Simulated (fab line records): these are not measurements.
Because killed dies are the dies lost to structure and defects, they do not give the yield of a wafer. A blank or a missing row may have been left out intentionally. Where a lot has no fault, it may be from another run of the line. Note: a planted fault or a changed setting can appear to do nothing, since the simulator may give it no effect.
Which tool did it? + flow nand-harc + 9 lots, 27 wafers sampled, at 5 steps of a route of 1302

== WHAT EACH GAUGE READ, for each wafer ==
NHARC_A_CHANNEL_HOLE_D2_CD_MEAS_31.
| lot  | measured     | on        | cd-nm (nm)     |
|------|--------------|-----------|----------------|
| L692 | day 13 11:58 | cd-sem-02 | 90.7 92.5 89.9 |
| L695 | day 15 03:17 | cd-sem-03 | 92.5 89.2 91.4 |
| L699 | day 16 15:52 | cd-sem-03 | -0.4 1.4 1.5   |
| L702 | day 17 05:51 | cd-sem-01 | 0.9 2.0 1.9    |
| L701 | day 17 10:01 | cd-sem-01 | 1.5 0.8 1.9    |
| L710 | day 21 02:14 | cd-sem-01 | 90.5 90.4 90.2 |
| L711 | day 21 02:50 | cd-sem-01 | 88.8 88.3 92.0 |
| L714 | day 22 12:44 | cd-sem-01 | 91.5 92.3 91.8 |
| L715 | day 22 20:33 | cd-sem-03 | 90.7 92.2 91.4 |

== TOOL THAT RAN EACH LOT (tool first, then ch and the chambers of the sampled wafers, then the start) ==
| lot  | NHARC_A_CHANNEL_HOLE_D2_ETCH_39               | NHARC_A_CHANNEL_HOLE_D2_ETCH_23  | NHARC_A_CHANNEL_HOLE_D2_ETCH_24  | NHARC_A_CHANNEL_HOLE_D2_ETCH_27  |
|------|-----------------------------------------------|----------------------------------|----------------------------------|----------------------------------|
| L692 | rie-diel-04 ch 0,2,3, day 13 07:53 or earlier | har-etch-01 ch 0,1, day 13 07:53 | har-etch-01 ch 0,1, day 13 08:35 | har-etch-01 ch 0,1, day 13 10:25 |
| L695 | rie-diel-04 ch 0,2, day 14 23:11 or earlier   | har-etch-01 ch 0,1, day 14 23:11 | har-etch-01 ch 0,1, day 14 23:53 | har-etch-01 ch 0,1, day 15 01:44 |
| L699 | rie-diel-04 ch 0,3, day 16 11:52 or earlier   | har-etch-01 ch 0,1, day 16 11:52 | har-etch-01 ch 0,1, day 16 12:35 | har-etch-01 ch 0,1, day 16 14:21 |
| L702 | rie-diel-04 ch 0,2,3, day 17 01:59 or earlier | har-etch-01 ch 0,1, day 17 01:59 | har-etch-01 ch 0,1, day 17 02:42 | har-etch-01 ch 0,1, day 17 04:22 |
| L701 | rie-diel-02 ch 1,3, day 17 06:03 or earlier   | har-etch-01 ch 0,1, day 17 06:03 | har-etch-01 ch 0,1, day 17 06:45 | har-etch-01 ch 0,1, day 17 08:30 |
| L710 | rie-diel-04 ch 0,1,3, day 20 22:22 or earlier | har-etch-02 ch 0,1, day 20 22:22 | har-etch-02 ch 0,1, day 20 23:05 | har-etch-02 ch 0,1, day 21 00:46 |
| L711 | rie-diel-02 ch 1,2, day 20 22:52 or earlier   | har-etch-01 ch 0,1, day 20 22:52 | har-etch-01 ch 0,1, day 20 23:34 | har-etch-01 ch 0,1, day 21 01:19 |
| L714 | rie-diel-04 ch 0,2, day 22 08:46 or earlier   | har-etch-01 ch 1, day 22 08:46   | har-etch-01 ch 1, day 22 09:29   | har-etch-01 ch 1, day 22 11:14   |
| L715 | rie-diel-01 ch 0,1,2, day 22 16:28 or earlier | har-etch-01 ch 0,1, day 22 16:28 | har-etch-01 ch 0,1, day 22 17:10 | har-etch-01 ch 0,1, day 22 19:01 |
- NHARC_A_CHANNEL_HOLE_D2_ETCH_39: etches the open film in N2/H2, target depth 260 nm, time 325 s.
- NHARC_A_CHANNEL_HOLE_D2_ETCH_23: etches the open film in C4F8/O2/Ar, time 819 s, target depth 1600 nm.
- NHARC_A_CHANNEL_HOLE_D2_ETCH_24: etches the open film in C4F8/O2/Ar, time 906.2 s, target depth 1500 nm.
- NHARC_A_CHANNEL_HOLE_D2_ETCH_27: etches the open film in C4F8/O2/Ar, time 90 s, target depth 400 nm.

== THE ANSWER, worked out from the rows above alone ==
Rule: usual is defined by the lots themselves. Put in order of their means at a reading, lots are off if they are a third of the lots or fewer, leave a main group of 4 or more, and stand apart from it by a gap of 3 or more times the standard deviation of the main group's means; of several such gaps the widest counts. A main group is skipped when, at the precision printed for the reading in the tables above, its means are all equal. Also off: a lot with no number at a reading for which 4 or more lots have one. Any other lot the step has rows for is counted as sound.
Off, at NHARC_A_CHANNEL_HOLE_D2_CD_MEAS_31 on cd-nm: L699, L702, L701. The main group: mean 90.9 nm, standard deviation 0.7.
If a tool, at a process step before that reading, ran all the lots that are off and no sound lot after the first of them, it fits. Gauges at NHARC_A_CHANNEL_HOLE_D2_CD_MEAS_31: tried the same way as those tools. NHARC_A_CHANNEL_HOLE_D2_ETCH_39: start missing for some lots; hours and lot order therefore follow NHARC_A_CHANNEL_HOLE_D2_ETCH_23. No candidate that was tried fits.

== WHAT HAD BEEN PUT IN BY THE SIMULATOR ==
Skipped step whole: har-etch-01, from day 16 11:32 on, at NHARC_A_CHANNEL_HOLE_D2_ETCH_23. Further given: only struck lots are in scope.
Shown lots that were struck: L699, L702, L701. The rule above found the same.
